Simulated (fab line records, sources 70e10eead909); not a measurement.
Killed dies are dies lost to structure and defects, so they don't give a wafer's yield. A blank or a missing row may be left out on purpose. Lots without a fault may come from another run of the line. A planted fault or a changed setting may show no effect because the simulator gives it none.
Which tool did it? | flow nand_harc | 24 lots, 72 wafers sampled, at 5 steps of a route of 1159

WHAT THE GAUGES READ, wafer by wafer
NHARC_A_SLIT_OVL_MEAS_10.
lot  | measured     | on         | overlay_x_nm (nm) | overlay_y_nm (nm)
L075 | day 13 22:49 | overlay-02 | 1.8 1.2 1.5       | 1.4 1.4 1.2
L074 | day 14 03:49 | overlay-02 | 0.1 -0.2 0.4      | -0.6 -0.6 -0.9
L077 | day 14 18:55 | overlay-02 | -0.7 -1.0 -1.2    | -1.7 -1.4 -1.2
L078 | day 14 19:04 | overlay-01 | 0.5 0.2 1.0       | -0.1 -0.4 -0.2
L076 | day 14 19:13 | overlay-02 | 0.4 0.8 0.6       | 0.0 0.4 0.5
L079 | day 15 16:04 | overlay-01 | 1.4 0.8 0.9       | 0.2 0.2 0.6
L080 | day 15 16:35 | overlay-02 | 1.1 0.1 0.7       | 0.1 0.2 -0.1
L081 | day 16 06:18 | overlay-02 | -0.6 -1.1 -0.6    | -0.5 -0.3 -0.4
L082 | day 16 12:47 | overlay-01 | 1.2 0.8 0.7       | -0.7 -0.9 0.2
L084 | day 16 20:13 | overlay-01 | -1.8 -1.7 -1.9    | 1.1 1.1 1.0
L085 | day 16 20:34 | overlay-01 | -0.6 -1.3 -0.9    | -0.7 -1.0 -0.9
L083 | day 16 21:52 | overlay-02 | -0.9 -1.5 -1.3    | 0.9 1.0 0.5
L088 | day 17 16:20 | overlay-01 | -0.5 -0.2 -0.6    | -1.2 -1.3 -1.3
L086 | day 17 16:10 | overlay-02 | 0.3 0.7 0.0       | 0.6 1.0 0.5
L087 | day 17 18:08 | overlay-02 | 1.5 1.4 1.7       | -0.4 -0.4 -0.7
L089 | day 18 06:00 | overlay-01 | -0.8 -0.5 -1.2    | -0.3 -0.8 -0.3
L090 | day 18 12:33 | overlay-02 | 0.7 1.2 0.4       | -0.5 0.2 -0.4
L091 | day 18 17:51 | overlay-02 | -1.4 -1.7 -1.5    | 1.0 0.4 1.0
L092 | day 18 19:08 | overlay-01 | -0.7 -0.4 -0.7    | -0.9 0.2 0.2
L093 | day 19 05:26 | overlay-02 | -0.6 -0.9 0.0     | 0.0 -0.7 -0.4
L094 | day 19 14:15 | overlay-01 | -0.1 0.4 0.2      | 2.0 2.0 2.2
L095 | day 19 16:56 | overlay-02 | -2.9 -3.4 -3.0    | -1.2 -1.6 -1.5
L096 | day 19 17:17 | overlay-01 | -0.5 -0.6 -1.1    | 1.0 1.3 1.9
L097 | day 20 16:25 | overlay-02 | -1.8 -2.3 -1.7    | 0.0 0.8 0.3

NHARC_A_SIN_REMOVE_INSPECT_04.
lot  | measured     | on                | raw_defect_count
L075 | day 14 17:52 | defect_inspect-02 | 243 246 366
L074 | day 14 17:52 | defect_inspect-01 | 351 298 229
L077 | day 15 06:14 | defect_inspect-02 | 344 412 299
L078 | day 15 06:14 | defect_inspect-01 | 354 425 384
L076 | day 15 06:17 | defect_inspect-02 | 353 358 323
L079 | day 16 03:39 | defect_inspect-01 | 217 186 256
L080 | day 16 03:42 | defect_inspect-01 | 368 433 297
L081 | day 16 20:19 | defect_inspect-02 | 388 302 276
L082 | day 17 00:57 | defect_inspect-01 | 342 285 566
L084 | day 17 07:25 | defect_inspect-01 | 234 292 217
L085 | day 17 07:22 | defect_inspect-01 | 313 208 320
L083 | day 17 11:51 | defect_inspect-02 | 211 245 382
L088 | day 18 03:22 | defect_inspect-02 | 325 277 288
L086 | day 18 03:25 | defect_inspect-02 | 252 195 291
L087 | day 18 03:22 | defect_inspect-01 | 277 491 251
L089 | day 18 17:22 | defect_inspect-02 | 272 431 201
L090 | day 18 23:47 | defect_inspect-01 | 301 316 345
L091 | day 19 07:19 | defect_inspect-01 | 344 221 280
L092 | day 19 07:19 | defect_inspect-02 | 367 535 588
L093 | day 19 17:24 | defect_inspect-02 | 376 307 436
L094 | day 20 01:25 | defect_inspect-02 | 240 263 309
L095 | day 20 06:12 | defect_inspect-01 | 254 408 266
L096 | day 20 06:12 | defect_inspect-02 | 269 374 268
L097 | day 21 06:31 | defect_inspect-01 | 244 186 341

WHICH TOOL RAN EACH LOT (tool, then ch and the chambers of the sampled wafers, then the start)
lot  | NHARC_A_SLIT_DEP_25             | NHARC_A_SLIT_ETCH_17             | NHARC_A_SLIT_ETCH_26
L075 | pecvd-01 ch 1,2, day 13 18:27   | har_etch-02 ch 0,1, day 14 07:49 | har_etch-02 ch 0,1, day 14 09:04
L074 | pecvd-03 ch 0,2, day 13 23:24   | har_etch-01 ch 0, day 14 10:15   | har_etch-01 ch 0, day 14 11:31
L077 | pecvd-03 ch 0,1,2, day 14 15:53 | har_etch-01 ch 0,1, day 14 20:02 | har_etch-01 ch 0,1, day 14 21:19
L078 | pecvd-01 ch 0,1,2, day 14 15:58 | har_etch-02 ch 0,1, day 14 20:14 | har_etch-02 ch 0,1, day 14 21:29
L076 | pecvd-02 ch 0,1, day 14 16:11   | har_etch-01 ch 0,1, day 14 21:29 | har_etch-01 ch 0,1, day 14 22:58
L079 | pecvd-01 ch 0,1,2, day 15 12:22 | har_etch-01 ch 0,1, day 15 17:11 | har_etch-01 ch 0,1, day 15 18:26
L080 | pecvd-02 ch 1,2, day 15 12:27   | har_etch-02 ch 0,1, day 15 17:41 | har_etch-02 ch 0,1, day 15 18:58
L081 | pecvd-03 ch 0,2, day 16 02:10   | har_etch-01 ch 0,1, day 16 09:56 | har_etch-01 ch 0,1, day 16 11:25
L082 | pecvd-02 ch 0,1, day 16 09:40   | har_etch-02 ch 0,1, day 16 14:49 | har_etch-02 ch 0,1, day 16 16:05
L084 | pecvd-03 ch 0,2, day 16 15:43   | har_etch-02 ch 0,1, day 16 21:05 | har_etch-02 ch 0,1, day 16 22:35
L085 | pecvd-01 ch 0,1, day 16 15:46   | har_etch-01 ch 0,1, day 16 23:43 | har_etch-01 ch 0,1, day 17 01:11
L083 | pecvd-02 ch 0,1,2, day 16 15:50 | har_etch-01 ch 0,1, day 17 01:23 | har_etch-01 ch 0,1, day 17 02:54
L088 | pecvd-01 ch 0,1, day 17 13:04   | har_etch-01 ch 0,1, day 17 17:12 | har_etch-01 ch 0,1, day 17 18:41
L086 | pecvd-02 ch 0,1,2, day 17 13:09 | har_etch-02 ch 1, day 17 17:02   | har_etch-02 ch 1, day 17 18:32
L087 | pecvd-03 ch 1,2, day 17 13:17   | har_etch-02 ch 0,1, day 17 19:30 | har_etch-02 ch 0,1, day 17 20:33
L089 | pecvd-01 ch 1,2, day 18 01:37   | har_etch-01 ch 0,1, day 18 07:37 | har_etch-01 ch 0,1, day 18 08:28
L090 | pecvd-02 ch 0,1, day 18 09:35   | har_etch-02 ch 0, day 18 13:41   | har_etch-02 ch 0, day 18 14:56
L091 | pecvd-03 ch 1,2, day 18 13:32   | har_etch-01 ch 0,1, day 18 21:11 | har_etch-01 ch 0,1, day 18 22:28
L092 | pecvd-03 ch 0,1, day 18 13:46   | har_etch-01 ch 0,1, day 18 22:37 | har_etch-01 ch 0,1, day 19 00:07
L093 | pecvd-03 ch 1,2, day 19 02:32   | har_etch-02 ch 0,1, day 19 07:19 | har_etch-02 ch 0,1, day 19 08:36
L094 | pecvd-02 ch 0,1,2, day 19 10:21 | har_etch-01 ch 0,1, day 19 15:23 | har_etch-01 ch 0,1, day 19 16:38
L095 | pecvd-02 ch 0,1,2, day 19 13:33 | har_etch-02 ch 0,1, day 19 17:48 | har_etch-02 ch 0,1, day 19 19:18
L096 | pecvd-01 ch 0,2, day 19 13:44   | har_etch-01 ch 0,1, day 19 18:10 | har_etch-01 ch 0,1, day 19 19:40
L097 | pecvd-01 ch 0,2, day 20 11:34   | har_etch-02 ch 0,1, day 20 21:11 | har_etch-02 ch 0,1, day 20 22:28
- NHARC_A_SLIT_DEP_25: deposits SiO2, target thk 200 nm.
- NHARC_A_SLIT_ETCH_17: etches the open film in C4F8/O2/Ar, time 1687.5 s, target depth 10100 nm.
- NHARC_A_SLIT_ETCH_26: etches the open film in C4F8/O2/Ar, time 90 s, target depth 400 nm.

WHAT THE TOOLS THEMSELVES READ (means of the sampled wafers that have a number; where no wafer has one, the mark that the record gives instead)
NHARC_A_SLIT_DEP_25.
lot  | tool     | heater_power_outer_w (W) | heater_power_w (W) | throttle_valve_pct (%)
L075 | pecvd-01 | 273                      | 536                | 15.3
L074 | pecvd-03 | 266                      | 572                | 15.9
L077 | pecvd-03 | 275                      | 542                | 16.1
L078 | pecvd-01 | 303                      | 561                | 16.0
L076 | pecvd-02 | 367                      | 577                | 15.6
L079 | pecvd-01 | 308                      | 576                | 15.9
L080 | pecvd-02 | 343                      | 585                | 15.4
L081 | pecvd-03 | 236                      | 520                | 16.1
L082 | pecvd-02 | 371                      | 592                | 15.4
L084 | pecvd-03 | 294                      | 584                | 16.1
L085 | pecvd-01 | 302                      | 553                | 16.2
L083 | pecvd-02 | 396                      | 626                | 15.3
L088 | pecvd-01 | 301                      | 546                | 16.9
L086 | pecvd-02 | 333                      | 561                | 15.4
L087 | pecvd-03 | 297                      | 579                | 16.1
L089 | pecvd-01 | 270                      | 538                | 15.5
L090 | pecvd-02 | 381                      | 597                | 15.5
L091 | pecvd-03 | 302                      | 596                | 16.2
L092 | pecvd-03 | 323                      | 611                | 16.3
L093 | pecvd-03 | 298                      | 565                | 16.4
L094 | pecvd-02 | 352                      | 583                | 15.6
L095 | pecvd-02 | 363                      | 606                | 15.5
L096 | pecvd-01 | 256                      | 503                | 16.7
L097 | pecvd-01 | 232                      | 478                | 16.5

NHARC_A_SLIT_ETCH_17.
lot  | tool        | drypump_motor_current_A (A) | showerhead_plenum_p_Torr (Torr) | throttle_valve_pct (%)
L075 | har_etch-02 | 5.7                         | 3.67                            | 32.054
L074 | har_etch-01 | 5.0                         | 3.80                            | 32.044
L077 | har_etch-01 | 5.2                         | 3.80                            | 32.036
L078 | har_etch-02 | 5.6                         | 3.66                            | 32.044
L076 | har_etch-01 | 5.2                         | 3.80                            | 32.050
L079 | har_etch-01 | 5.5                         | 3.80                            | 32.045
L080 | har_etch-02 | 5.7                         | 3.66                            | 32.037
L081 | har_etch-01 | 5.2                         | 3.79                            | 32.041
L082 | har_etch-02 | 5.7                         | 3.65                            | 32.045
L084 | har_etch-02 | 5.7                         | 3.65                            | 32.049
L085 | har_etch-01 | 5.3                         | 3.79                            | 32.049
L083 | har_etch-01 | 5.5                         | 3.79                            | 32.039
L088 | har_etch-01 | 5.5                         | 3.78                            | 32.039
L086 | har_etch-02 | 5.9                         | 3.64                            | 32.044
L087 | har_etch-02 | 5.7                         | 3.65                            | 32.051
L089 | har_etch-01 | 5.5                         | 3.78                            | 32.054
L090 | har_etch-02 | 5.6                         | 3.65                            | 32.055
L091 | har_etch-01 | 5.2                         | 3.78                            | 32.058
L092 | har_etch-01 | 5.5                         | 3.78                            | 32.049
L093 | har_etch-02 | 5.8                         | 3.63                            | 32.055
L094 | har_etch-01 | 5.5                         | 3.77                            | 32.041
L095 | har_etch-02 | 5.7                         | 3.64                            | 32.041
L096 | har_etch-01 | 5.5                         | 3.77                            | 32.046
L097 | har_etch-02 | 5.8                         | 3.62                            | 32.047

NHARC_A_SLIT_ETCH_26.
lot  | tool        | drypump_motor_current_A (A) | showerhead_plenum_p_Torr (Torr) | throttle_valve_pct (%)
L075 | har_etch-02 | 5.7                         | 3.70                            | 27.618
L074 | har_etch-01 | 5.0                         | 3.84                            | 27.622
L077 | har_etch-01 | 5.3                         | 3.84                            | 27.611
L078 | har_etch-02 | 5.7                         | 3.70                            | 27.623
L076 | har_etch-01 | 5.2                         | 3.83                            | 27.608
L079 | har_etch-01 | 5.5                         | 3.83                            | 27.626
L080 | har_etch-02 | 5.7                         | 3.69                            | 27.613
L081 | har_etch-01 | 5.3                         | 3.83                            | 27.619
L082 | har_etch-02 | 5.7                         | 3.69                            | 27.615
L084 | har_etch-02 | 5.7                         | 3.69                            | 27.619
L085 | har_etch-01 | 5.3                         | 3.82                            | 27.620
L083 | har_etch-01 | 5.5                         | 3.82                            | 27.627
L088 | har_etch-01 | 5.5                         | 3.82                            | 27.622
L086 | har_etch-02 | 5.9                         | 3.67                            | 27.619
L087 | har_etch-02 | 5.7                         | 3.68                            | 27.616
L089 | har_etch-01 | 5.5                         | 3.82                            | 27.610
L090 | har_etch-02 | 5.6                         | 3.68                            | 27.620
L091 | har_etch-01 | 5.2                         | 3.81                            | 27.622
L092 | har_etch-01 | 5.5                         | 3.81                            | 27.617
L093 | har_etch-02 | 5.8                         | 3.66                            | 27.615
L094 | har_etch-01 | 5.5                         | 3.81                            | 27.616
L095 | har_etch-02 | 5.7                         | 3.67                            | 27.618
L096 | har_etch-01 | 5.5                         | 3.81                            | 27.627
L097 | har_etch-02 | 5.8                         | 3.65                            | 27.616

THE ANSWER, worked out from the rows above alone
Rule: what is usual is taken from the lots themselves. Put in order of their means at a reading, lots are off if they are a third of the lots or fewer, leave a main group of 4 or more, and stand apart from it by a gap of 3 or more times the standard deviation of the main group's means; of several such gaps the widest counts. A main group whose means are all the same, to the digits that the tables above print for the reading, isn't used. A lot without any number at a reading at which 4 lots or more have one is off too. The other lots that the step has rows for count as sound. The gauges are gone through in route order, then the tools' own readings, and for those a lot's mean is taken as printed above. The first step at which some lot is off is used, and at that step the reading that is off furthest; a lot without a number counts as furthest.
No lot is off at any reading shown: from this, nothing can be told.

WHAT THE SIMULATOR HAD PUT IN
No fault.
